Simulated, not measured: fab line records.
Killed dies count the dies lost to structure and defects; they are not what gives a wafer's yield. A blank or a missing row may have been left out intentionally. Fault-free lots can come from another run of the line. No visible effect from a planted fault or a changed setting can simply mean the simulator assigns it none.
What tool caused it?	flow n5-finfet	Sampling: 11 lots, 33 wafers, 2 of 1938 route steps

WHAT THE GAUGES READ, wafer by wafer
N5_PASSIVATION_OVL_MEAS_63.
lot	measured	on	PAD_OVL (nm)
L863	day 12 07:11	overlay-01	-12 -8 -10
L865	day 12 18:35	overlay-01	-5 -8 -6
L869	day 13 09:23	overlay-02	-8 -11 -22
L870	day 13 22:14	overlay-02	-3 -2 -6
L871	day 14 02:58	overlay-01	3 -1 -3
L872	day 14 12:00	overlay-01	-8 -3 -5
L873	day 15 13:28	overlay-01	2 -8 -1
L874	day 14 18:27	overlay-01	-7 -14 -8
L878	day 16 19:58	overlay-02	-12 1 -6
L882	day 17 11:28	overlay-02	1 5 -4
L885	day 18 07:05	overlay-02	0 1 3

TOOL THAT RAN EACH LOT (tool first, then ch and the chambers of the sampled wafers, then the start)
lot	N5_BEOL_M1_SPUTTER_90
L863	pvd-sputter-03, day 6 16:43
L865	pvd-sputter-02, day 7 04:50
L869	pvd-sputter-02, day 8 02:20
L870	pvd-sputter-02, day 8 10:21
L871	pvd-sputter-02, day 8 16:26
L872	pvd-sputter-01, day 8 17:42
L873	pvd-sputter-01, day 9 10:15
L874	pvd-sputter-02, day 9 10:53
L878	pvd-sputter-03, day 10 09:55
L882	pvd-sputter-02, day 12 00:56
L885	pvd-sputter-02, day 12 10:48
- N5_BEOL_M1_SPUTTER_90: material Cu, target thk 4.5 nm, time 8.29 s.

WHAT THE TOOLS THEMSELVES READ (means of the sampled wafers that have a number; where no wafer has one, the mark that the record gives instead)
N5_BEOL_M1_SPUTTER_90.
lot	tool	chuck-sensor-temp-C (C)	throttle-valve-pct (%)
L863	pvd-sputter-03	-15.9	31.2
L865	pvd-sputter-02	-16.0	30.6
L869	pvd-sputter-02	-15.7	30.0
L870	pvd-sputter-02	-15.7	30.3
L871	pvd-sputter-02	-15.7	29.9
L872	pvd-sputter-01	-15.5	29.3
L873	pvd-sputter-01	-15.6	28.5
L874	pvd-sputter-02	-16.1	29.7
L878	pvd-sputter-03	-16.1	31.4
L882	pvd-sputter-02	-15.8	30.2
L885	pvd-sputter-02	-15.4	30.1

THE ANSWER, worked out from the rows above alone
Rule: the lots themselves supply what counts as usual. Put in order of their means at a reading, lots are off if they are a third of the lots or fewer, leave a main group of 4 or more, and stand apart from it by a gap of 3 or more times the standard deviation of the main group's means; of several such gaps the widest counts. Not used: any main group whose means are identical at the precision the tables above print for the reading. A lot without any number at a reading at which 4 lots or more have one is off too. Any other lot the step has rows for is counted as sound. Order of review: gauges by route order, followed by the tools' own readings, for which a lot's mean as printed above is used. The first step at which some lot is off is used, and at that step the reading that is off furthest; a lot without a number counts as furthest.
None of the lots is off at any reading shown; this tells nothing.

WHAT THE SIMULATOR HAD PUT IN
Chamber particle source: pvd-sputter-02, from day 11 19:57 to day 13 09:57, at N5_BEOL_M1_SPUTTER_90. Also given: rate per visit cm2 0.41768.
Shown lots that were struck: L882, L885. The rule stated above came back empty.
